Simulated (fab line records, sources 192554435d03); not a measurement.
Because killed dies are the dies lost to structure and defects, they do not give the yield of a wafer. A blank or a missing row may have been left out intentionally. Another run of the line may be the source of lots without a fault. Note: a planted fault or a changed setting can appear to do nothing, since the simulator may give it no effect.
Which tool is to blame? :: flow n5_finfet :: 24 lots, 72 wafers sampled, at 5 steps of a route of 1938

WHAT EACH GAUGE READ, for each wafer
N5_BEOL_M8_CD_MEAS_28: the cd target is 40 nm. Usual: cd_nm 40.04 nm, standard deviation 0.27.
lot: L074
measured: day 9 15:16
on: cd_sem-02
cd_nm (nm): 40.34 40.16 39.88
flag: 

lot: L076
measured: day 9 15:19
on: cd_sem-01
cd_nm (nm): 40.11 40.30 40.38
flag: 

lot: L075
measured: day 10 03:55
on: cd_sem-03
cd_nm (nm): 39.92 40.27 39.71
flag: 

lot: L077
measured: day 10 05:50
on: cd_sem-02
cd_nm (nm): 40.62 40.17 40.03
flag: 

lot: L078
measured: day 10 18:28
on: cd_sem-01
cd_nm (nm): 39.70 39.77 40.21
flag: 

lot: L079
measured: day 10 18:38
on: cd_sem-03
cd_nm (nm): 39.87 39.79 39.66
flag: 

lot: L080
measured: day 11 13:07
on: cd_sem-03
cd_nm (nm): 39.89 40.43 40.34
flag: 

lot: L082
measured: day 11 13:11
on: cd_sem-02
cd_nm (nm): 40.20 40.57 39.91
flag: 

lot: L083
measured: day 11 13:52
on: cd_sem-02
cd_nm (nm): 40.38 40.70 40.08
flag: 

lot: L085
measured: day 11 19:46
on: cd_sem-01
cd_nm (nm): 40.17 40.19 39.80
flag: 

lot: L081
measured: day 11 21:41
on: cd_sem-01
cd_nm (nm): 39.61 39.76 39.91
flag: 

lot: L084
measured: day 12 16:39
on: cd_sem-03
cd_nm (nm): 40.12 40.25 40.24
flag: 

lot: L086
measured: day 13 10:32
on: cd_sem-02
cd_nm (nm): 40.30 40.10 40.36
flag: 

lot: L088
measured: day 13 10:42
on: cd_sem-01
cd_nm (nm): 40.31 40.01 39.97
flag: 

lot: L089
measured: day 13 10:44
on: cd_sem-02
cd_nm (nm): 39.86 39.90 40.03
flag: 

lot: L087
measured: day 13 10:55
on: cd_sem-01
cd_nm (nm): 39.76 40.09 40.10
flag: 

lot: L090
measured: day 13 19:23
on: cd_sem-02
cd_nm (nm): 39.66 40.07 40.15
flag: 

lot: L091
measured: day 13 22:18
on: cd_sem-03
cd_nm (nm): 40.16 40.09 40.00
flag: 

lot: L092
measured: day 14 15:49
on: cd_sem-03
cd_nm (nm): 40.16 40.27 39.78
flag: 

lot: L094
measured: day 14 15:52
on: cd_sem-01
cd_nm (nm): 39.87 39.78 40.45
flag: 

lot: L093
measured: day 14 18:25
on: cd_sem-02
cd_nm (nm): 39.89 39.80 40.08
flag: 

lot: L095
measured: day 15 01:48
on: cd_sem-03
cd_nm (nm): 39.98 39.80 39.76
flag: 

lot: L096
measured: day 15 18:20
on: cd_sem-01
cd_nm (nm): 39.35 39.65 39.59
flag: 

lot: L097
measured: day 16 04:04
on: cd_sem-02
cd_nm (nm): 40.48 39.96 39.85
flag: 

N5_BEOL_M8_OVL_MEAS_29. Usual: V7_OVL typically reads 0.1 nm, with standard deviation 0.65.
lot: L074
measured: day 9 15:18
on: overlay-02
V7_OVL (nm): 0.5 0.7 -1.0
flag: 

lot: L076
measured: day 9 15:21
on: overlay-01
V7_OVL (nm): -0.1 0.7 -0.1
flag: 

lot: L075
measured: day 10 03:57
on: overlay-02
V7_OVL (nm): 0.0 1.4 0.8
flag: 

lot: L077
measured: day 10 05:52
on: overlay-02
V7_OVL (nm): 0.2 0.9 0.0
flag: 

lot: L078
measured: day 10 18:30
on: overlay-02
V7_OVL (nm): 0.5 0.7 1.2
flag: 

lot: L079
measured: day 10 18:41
on: overlay-01
V7_OVL (nm): -0.6 0.3 0.5
flag: 

lot: L080
measured: day 11 13:08
on: overlay-02
V7_OVL (nm): -0.3 0.5 -0.2
flag: 

lot: L082
measured: day 11 13:13
on: overlay-01
V7_OVL (nm): 0.8 0.2 1.2
flag: 

lot: L083
measured: day 11 13:54
on: overlay-01
V7_OVL (nm): 0.0 -1.0 -0.4
flag: 

lot: L085
measured: day 11 19:47
on: overlay-02
V7_OVL (nm): -0.4 0.1 0.2
flag: 

lot: L081
measured: day 11 21:43
on: overlay-02
V7_OVL (nm): 0.9 0.1 -0.1
flag: 

lot: L084
measured: day 12 16:41
on: overlay-02
V7_OVL (nm): -0.5 0.7 0.2
flag: 

lot: L086
measured: day 13 10:34
on: overlay-02
V7_OVL (nm): 1.3 1.3 1.0
flag: 

lot: L088
measured: day 13 10:44
on: overlay-02
V7_OVL (nm): 0.5 -0.2 1.0
flag: 

lot: L089
measured: day 13 10:46
on: overlay-01
V7_OVL (nm): 0.6 0.2 0.3
flag: 

lot: L087
measured: day 13 10:57
on: overlay-02
V7_OVL (nm): 0.5 0.2 0.7
flag: 

lot: L090
measured: day 13 19:25
on: overlay-02
V7_OVL (nm): -0.4 -0.3 -0.4
flag: 

lot: L091
measured: day 13 22:20
on: overlay-01
V7_OVL (nm): -0.2 -0.2 0.2
flag: 

lot: L092
measured: day 14 15:52
on: overlay-02
V7_OVL (nm): -1.6 -0.7 -1.5
flag: 

lot: L094
measured: day 14 15:55
on: overlay-01
V7_OVL (nm): 0.2 -0.4 -1.2
flag: 

lot: L093
measured: day 14 18:27
on: overlay-01
V7_OVL (nm): -0.6 -0.6 0.0
flag: 

lot: L095
measured: day 15 01:50
on: overlay-02
V7_OVL (nm): 0.8 0.2 0.5
flag: 

lot: L096
measured: day 15 18:22
on: overlay-02
V7_OVL (nm): 0.9 0.0 -0.2
flag: 

lot: L097
measured: day 16 04:06
on: overlay-01
V7_OVL (nm): 0.5 0.3 -0.4
flag: 

N5_BEOL_M8_RS_MEAS_57: measures by four-point-probe. Usual: M8_RS typically reads 0.284 ohm/sq, with standard deviation 0.0077.
lot: L074
measured: day 9 18:43
on: film_metro-02
M8_RS (ohm/sq): 0.285 0.290 0.290
flag: 

lot: L076
measured: day 9 18:56
on: film_metro-02
M8_RS (ohm/sq): 0.294 0.289 0.290
flag: 

lot: L075
measured: day 10 07:05
on: film_metro-02
M8_RS (ohm/sq): 0.284 0.280 0.280
flag: 

lot: L077
measured: day 10 10:14
on: film_metro-01
M8_RS (ohm/sq): 0.273 0.279 0.292
flag: 

lot: L078
measured: day 10 21:41
on: film_metro-01
M8_RS (ohm/sq): 0.291 0.274 0.277
flag: 

lot: L079
measured: day 10 22:32
on: film_metro-01
M8_RS (ohm/sq): 0.282 0.278 0.282
flag: 

lot: L080
measured: day 11 17:45
on: film_metro-02
M8_RS (ohm/sq): 0.287 0.284 0.275
flag: 

lot: L082
measured: day 11 18:02
on: film_metro-01
M8_RS (ohm/sq): 0.295 0.282 0.281
flag: 

lot: L083
measured: day 11 18:20
on: film_metro-01
M8_RS (ohm/sq): 0.293 0.278 0.277
flag: 

lot: L085
measured: day 11 23:02
on: film_metro-01
M8_RS (ohm/sq): 0.280 0.294 0.281
flag: 

lot: L081
measured: day 12 00:20
on: film_metro-02
M8_RS (ohm/sq): 0.286 0.275 0.295
flag: 

lot: L084
measured: day 12 20:27
on: film_metro-02
M8_RS (ohm/sq): 0.276 0.274 0.277
flag: 

lot: L086
measured: day 13 13:44
on: film_metro-01
M8_RS (ohm/sq): 0.279 0.279 0.270
flag: 

lot: L088
measured: day 13 14:04
on: film_metro-02
M8_RS (ohm/sq): 0.298 0.293 0.283
flag: 

lot: L089
measured: day 13 15:23
on: film_metro-01
M8_RS (ohm/sq): 0.285 0.286 0.276
flag: 

lot: L087
measured: day 13 15:23
on: film_metro-01
M8_RS (ohm/sq): 0.277 0.288 0.280
flag: 

lot: L090
measured: day 13 23:50
on: film_metro-01
M8_RS (ohm/sq): 0.284 0.278 0.291
flag: 

lot: L091
measured: day 14 02:21
on: film_metro-01
M8_RS (ohm/sq): 0.289 0.278 0.291
flag: 

lot: L092
measured: day 14 19:59
on: film_metro-01
M8_RS (ohm/sq): 0.272 0.292 0.280
flag: 

lot: L094
measured: day 14 20:11
on: film_metro-02
M8_RS (ohm/sq): 0.290 0.290 0.283
flag: 

lot: L093
measured: day 14 21:13
on: film_metro-01
M8_RS (ohm/sq): 0.280 0.290 0.286
flag: 

lot: L095
measured: day 15 05:11
on: film_metro-02
M8_RS (ohm/sq): 0.294 0.286 0.300
flag: 

lot: L096
measured: day 15 22:29
on: film_metro-01
M8_RS (ohm/sq): 0.287 0.277 0.294
flag: 

lot: L097
measured: day 16 08:47
on: film_metro-01
M8_RS (ohm/sq): 0.280 0.277 0.281
flag: 

N5_BEOL_M9_OVL_MEAS_29. Usual: V8_OVL typically reads 0.1 nm, with standard deviation 0.67.
lot: L074
measured: day 9 22:04
on: overlay-02
V8_OVL (nm): 1.2 -0.6 -0.9
flag: 

lot: L076
measured: day 9 22:15
on: overlay-02
V8_OVL (nm): 0.5 -0.1 0.4
flag: 

lot: L075
measured: day 10 18:25
on: overlay-02
V8_OVL (nm): -0.3 0.2 0.1
flag: 

lot: L077
measured: day 10 18:04
on: overlay-01
V8_OVL (nm): -0.1 1.2 -0.5
flag: 

lot: L078
measured: day 11 01:52
on: overlay-01
V8_OVL (nm): 0.3 0.8 1.0
flag: 

lot: L079
measured: day 11 03:02
on: overlay-02
V8_OVL (nm): -0.4 0.2 -1.3
flag: 

lot: L080
measured: day 11 22:05
on: overlay-02
V8_OVL (nm): -0.4 0.0 -0.6
flag: 

lot: L082
measured: day 11 21:55
on: overlay-01
V8_OVL (nm): 0.1 0.3 -0.3
flag: 

lot: L083
measured: day 11 22:08
on: overlay-01
V8_OVL (nm): -0.2 0.3 0.1
flag: 

lot: L085
measured: day 12 05:29
on: overlay-01
V8_OVL (nm): -0.3 0.1 0.1
flag: 

lot: L081
measured: day 12 05:26
on: overlay-02
V8_OVL (nm): 0.3 0.4 0.3
flag: 

lot: L084
measured: day 13 01:50
on: overlay-02
V8_OVL (nm): 1.2 1.1 0.8
flag: 

lot: L086
measured: day 13 19:17
on: overlay-01
V8_OVL (nm): 0.3 0.8 0.8
flag: 

lot: L088
measured: day 13 22:03
on: overlay-02
V8_OVL (nm): -1.0 -0.4 0.9
flag: 

lot: L089
measured: day 13 21:59
on: overlay-01
V8_OVL (nm): -1.3 -0.4 -0.6
flag: 

lot: L087
measured: day 13 22:05
on: overlay-01
V8_OVL (nm): -0.1 -1.0 -0.7
flag: 

lot: L090
measured: day 14 03:53
on: overlay-02
V8_OVL (nm): -0.8 -0.1 -0.2
flag: 

lot: L091
measured: day 14 07:22
on: overlay-02
V8_OVL (nm): 0.2 0.1 0.3
flag: 

lot: L092
measured: day 15 01:44
on: overlay-02
V8_OVL (nm): 0.9 0.3 0.2
flag: 

lot: L094
measured: day 15 03:16
on: overlay-01
V8_OVL (nm): 1.5 0.9 0.7
flag: 

lot: L093
measured: day 15 01:47
on: overlay-01
V8_OVL (nm): -0.6 0.2 -0.2
flag: 

lot: L095
measured: day 15 10:11
on: overlay-02
V8_OVL (nm): 0.2 -0.5 -1.2
flag: 

lot: L096
measured: day 16 02:02
on: overlay-01
V8_OVL (nm): 0.4 -0.4 -0.6
flag: 

lot: L097
measured: day 16 12:49
on: overlay-02
V8_OVL (nm): -1.2 -0.4 -1.2
flag: 

WHAT TOOL EACH LOT RAN ON (gives the tool, then ch and the chambers of the sampled wafers, and finally the start)
lot: L074
N5_BEOL_M9_DESCUM_16: rie_diel-01 ch 0,1,3, day 9 21:02

lot: L076
N5_BEOL_M9_DESCUM_16: rie_diel-06 ch 0,2, day 9 21:14

lot: L075
N5_BEOL_M9_DESCUM_16: rie_diel-01 ch 1,2, day 10 12:09

lot: L077
N5_BEOL_M9_DESCUM_16: rie_diel-01 ch 0,2, day 10 12:53

lot: L078
N5_BEOL_M9_DESCUM_16: rie_diel-06 ch 0,1, day 11 00:59

lot: L079
N5_BEOL_M9_DESCUM_16: rie_diel-01 ch 0,2,3, day 11 01:19

lot: L080
N5_BEOL_M9_DESCUM_16: rie_diel-01 ch 1,2, day 11 21:13

lot: L082
N5_BEOL_M9_DESCUM_16: rie_diel-05 ch 1,2,3, day 11 20:59

lot: L083
N5_BEOL_M9_DESCUM_16: rie_diel-05 ch 0,3, day 11 21:18

lot: L085
N5_BEOL_M9_DESCUM_16: rie_diel-05 ch 1,2,3, day 12 02:35

lot: L081
N5_BEOL_M9_DESCUM_16: rie_diel-06 ch 0,1,2, day 12 03:04

lot: L084
N5_BEOL_M9_DESCUM_16: rie_diel-06 ch 0,1, day 12 23:19

lot: L086
N5_BEOL_M9_DESCUM_16: rie_diel-06 ch 1,2,3, day 13 15:07

lot: L088
N5_BEOL_M9_DESCUM_16: rie_diel-06 ch 0,1,2, day 13 20:06

lot: L089
N5_BEOL_M9_DESCUM_16: rie_diel-06 ch 0,1, day 13 20:26

lot: L087
N5_BEOL_M9_DESCUM_16: rie_diel-01 ch 2,3, day 13 20:17

lot: L090
N5_BEOL_M9_DESCUM_16: rie_diel-05 ch 0,1, day 14 02:38

lot: L091
N5_BEOL_M9_DESCUM_16: rie_diel-05 ch 0,2,3, day 14 05:31

lot: L092
N5_BEOL_M9_DESCUM_16: rie_diel-01 ch 1,2,3, day 14 23:02

lot: L094
N5_BEOL_M9_DESCUM_16: rie_diel-05 ch 1,2, day 14 23:44

lot: L093
N5_BEOL_M9_DESCUM_16: rie_diel-06 ch 1,2,3, day 15 00:10

lot: L095
N5_BEOL_M9_DESCUM_16: rie_diel-06 ch 0,1,2, day 15 07:56

lot: L096
N5_BEOL_M9_DESCUM_16: rie_diel-01 ch 0,1,3, day 16 00:45

lot: L097
N5_BEOL_M9_DESCUM_16: rie_diel-01 ch 1,3, day 16 11:59
- N5_BEOL_M9_DESCUM_16: chemistry O2, time 7.9 s.

WHAT THE TOOLS THEMSELVES READ (means of the sampled wafers that have a number; where no wafer has one, the mark that the record gives instead)
N5_BEOL_M9_DESCUM_16. Usual: drypump_motor_current_A 5.8 A, standard deviation 0.44; oes_product_au 0.81 a.u., standard deviation 0.1; rf_vpp_V 243.5 V, standard deviation 1.6; showerhead_plenum_p_Torr 2.11 Torr, standard deviation 0.079; throttle_valve_pct 20.45 %, standard deviation 0.26.
lot: L074
tool: rie_diel-01
drypump_motor_current_A (A): 5.9
oes_product_au (a.u.): 0.79
rf_vpp_V (V): 243.2
showerhead_plenum_p_Torr (Torr): 2.08
throttle_valve_pct (%): 20.38
flag: 

lot: L076
tool: rie_diel-06
drypump_motor_current_A (A): 5.7
oes_product_au (a.u.): 0.69
rf_vpp_V (V): 241.3
showerhead_plenum_p_Torr (Torr): 1.97
throttle_valve_pct (%): 20.84
flag: 

lot: L075
tool: rie_diel-01
drypump_motor_current_A (A): 5.6
oes_product_au (a.u.): 0.72
rf_vpp_V (V): 242.7
showerhead_plenum_p_Torr (Torr): 2.05
throttle_valve_pct (%): 20.26
flag: 

lot: L077
tool: rie_diel-01
drypump_motor_current_A (A): 6.5
oes_product_au (a.u.): 0.72
rf_vpp_V (V): 242.1
showerhead_plenum_p_Torr (Torr): 2.04
throttle_valve_pct (%): 20.27
flag: 

lot: L078
tool: rie_diel-06
drypump_motor_current_A (A): 5.9
oes_product_au (a.u.): 0.83
rf_vpp_V (V): 244.9
showerhead_plenum_p_Torr (Torr): 2.20
throttle_valve_pct (%): 20.64
flag: 

lot: L079
tool: rie_diel-01
drypump_motor_current_A (A): 6.2
oes_product_au (a.u.): 0.79
rf_vpp_V (V): 242.4
showerhead_plenum_p_Torr (Torr): 2.03
throttle_valve_pct (%): 20.30
flag: 

lot: L080
tool: rie_diel-01
drypump_motor_current_A (A): 5.3
oes_product_au (a.u.): 0.70
rf_vpp_V (V): 244.5
showerhead_plenum_p_Torr (Torr): 2.09
throttle_valve_pct (%): 20.38
flag: 

lot: L082
tool: rie_diel-05
drypump_motor_current_A (A): 5.8
oes_product_au (a.u.): 0.85
rf_vpp_V (V): 244.4
showerhead_plenum_p_Torr (Torr): 2.15
throttle_valve_pct (%): 20.41
flag: 

lot: L083
tool: rie_diel-05
drypump_motor_current_A (A): 5.7
oes_product_au (a.u.): 0.74
rf_vpp_V (V): 244.2
showerhead_plenum_p_Torr (Torr): 2.12
throttle_valve_pct (%): 20.67
flag: 

lot: L085
tool: rie_diel-05
drypump_motor_current_A (A): 5.8
oes_product_au (a.u.): 0.85
rf_vpp_V (V): 244.3
showerhead_plenum_p_Torr (Torr): 2.14
throttle_valve_pct (%): 20.41
flag: 

lot: L081
tool: rie_diel-06
drypump_motor_current_A (A): 5.8
oes_product_au (a.u.): 0.89
rf_vpp_V (V): 246.3
showerhead_plenum_p_Torr (Torr): 2.21
throttle_valve_pct (%): 20.58
flag: 

lot: L084
tool: rie_diel-06
drypump_motor_current_A (A): 5.7
oes_product_au (a.u.): 0.87
rf_vpp_V (V): 245.1
showerhead_plenum_p_Torr (Torr): 2.21
throttle_valve_pct (%): 20.50
flag: 

lot: L086
tool: rie_diel-06
drypump_motor_current_A (A): 5.9
oes_product_au (a.u.): 0.84
rf_vpp_V (V): 243.1
showerhead_plenum_p_Torr (Torr): 2.14
throttle_valve_pct (%): 20.64
flag: 

lot: L088
tool: rie_diel-06
drypump_motor_current_A (A): 5.8
oes_product_au (a.u.): 0.86
rf_vpp_V (V): 244.3
showerhead_plenum_p_Torr (Torr): 2.20
throttle_valve_pct (%): 20.61
flag: 

lot: L089
tool: rie_diel-06
drypump_motor_current_A (A): 6.0
oes_product_au (a.u.): 0.79
rf_vpp_V (V): 245.4
showerhead_plenum_p_Torr (Torr): 2.19
throttle_valve_pct (%): 20.67
flag: 

lot: L087
tool: rie_diel-01
drypump_motor_current_A (A): 5.9
oes_product_au (a.u.): 0.83
rf_vpp_V (V): 241.9
showerhead_plenum_p_Torr (Torr): 2.03
throttle_valve_pct (%): 20.36
flag: 

lot: L090
tool: rie_diel-05
drypump_motor_current_A (A): 6.0
oes_product_au (a.u.): 0.84
rf_vpp_V (V): 242.6
showerhead_plenum_p_Torr (Torr): 2.07
throttle_valve_pct (%): 20.06
flag: 

lot: L091
tool: rie_diel-05
drypump_motor_current_A (A): 5.6
oes_product_au (a.u.): 0.76
rf_vpp_V (V): 244.3
showerhead_plenum_p_Torr (Torr): 2.10
throttle_valve_pct (%): 20.64
flag: 

lot: L092
tool: rie_diel-01
drypump_motor_current_A (A): 5.6
oes_product_au (a.u.): 0.75
rf_vpp_V (V): 242.1
showerhead_plenum_p_Torr (Torr): 2.06
throttle_valve_pct (%): 20.39
flag: 

lot: L094
tool: rie_diel-05
drypump_motor_current_A (A): 6.0
oes_product_au (a.u.): 0.87
rf_vpp_V (V): 243.3
showerhead_plenum_p_Torr (Torr): 2.12
throttle_valve_pct (%): 20.12
flag: 

lot: L093
tool: rie_diel-06
drypump_motor_current_A (A): 5.9
oes_product_au (a.u.): 0.82
rf_vpp_V (V): 243.2
showerhead_plenum_p_Torr (Torr): 2.14
throttle_valve_pct (%): 20.66
flag: 

lot: L095
tool: rie_diel-06
drypump_motor_current_A (A): 5.8
oes_product_au (a.u.): 0.84
rf_vpp_V (V): 245.5
showerhead_plenum_p_Torr (Torr): 2.20
throttle_valve_pct (%): 20.62
flag: 

lot: L096
tool: rie_diel-01
drypump_motor_current_A (A): 5.9
oes_product_au (a.u.): 0.92
rf_vpp_V (V): 243.6
showerhead_plenum_p_Torr (Torr): 2.07
throttle_valve_pct (%): 20.22
flag: 

lot: L097
tool: rie_diel-01
drypump_motor_current_A (A): 5.6
oes_product_au (a.u.): 0.88
rf_vpp_V (V): 243.3
showerhead_plenum_p_Torr (Torr): 2.07
throttle_valve_pct (%): 20.38
flag: 

THE ANSWER, worked out from the rows above alone
Rule: a lot counts as off when the mean over its wafers that have a number is more than 3 standard deviations away from the usual mean. Also off: a lot with no number at a reading for which 4 or more lots have one. Where the step has rows for the other lots, those lots are counted as sound. After the gauges, taken in route order, come the tools' own readings; for these a lot's mean is taken, as printed above. The first step at which some lot is off is used, and at that step the reading that is off furthest; a lot without a number counts as furthest.
Across all readings shown, no lot is off: no conclusion can be drawn from this.

WHAT HAD BEEN PUT IN BY THE SIMULATOR
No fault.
